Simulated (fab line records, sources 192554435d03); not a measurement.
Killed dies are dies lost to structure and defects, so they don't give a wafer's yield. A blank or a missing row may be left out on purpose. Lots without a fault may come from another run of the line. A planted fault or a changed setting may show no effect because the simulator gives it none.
Chamber matching | flow n5_finfet | N5_HKMG_FIN_ETCH_58 on rie_diel-01: 4 sister chambers
The step etches SOC in N2/H2, target depth 215.8 nm, time 741 s. 4 wafers are shown with their chamber, then 7 later ones without.

WAFERS WITH THEIR CHAMBER
wafer  | chamber | showerhead_plenum_p_Torr (Torr)
L084.3 | 0       | 2.43
L084.6 | 3       | 2.67
L089.1 | 1       | 2.70
L089.2 | 2       | 2.61

WAFERS WITHOUT THEIR CHAMBER
wafer  | showerhead_plenum_p_Torr (Torr)
L089.4 | 2.43
L094.1 | 2.69
L094.2 | 2.42
L094.3 | 2.66
L097.1 | 2.65
L097.3 | 2.42
L097.6 | 2.61

WHICH CHAMBER EACH WENT THROUGH
wafer  | from the rows above     | in truth
L089.4 | 0                       | 0
L094.1 | can't be placed: 1 or 3 | 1
L094.2 | 0                       | 0
L094.3 | 3                       | 3
L097.1 | can't be placed: 3 or 2 | 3
L097.3 | 0                       | 0
L097.6 | 2                       | 2
Placed correctly: 5 of 7. Can't be placed from these rows: 2 (the true chamber is among the candidates in 2). Placed wrongly: 0.
How it was worked out, from the rows above alone: a wafer's distance from a chamber is the root of the sum, over the readings, of the square of ((its reading less the chamber's mean) divided by the reading's scatter). The wafer belongs to the nearest chamber; if the next one is less than 2 further off, it can't be placed. A chamber's mean is the mean of its shown wafers. The scatter: with one shown wafer a chamber, the root of the mean of the squares of how far each hidden wafer lies from its nearest shown one.
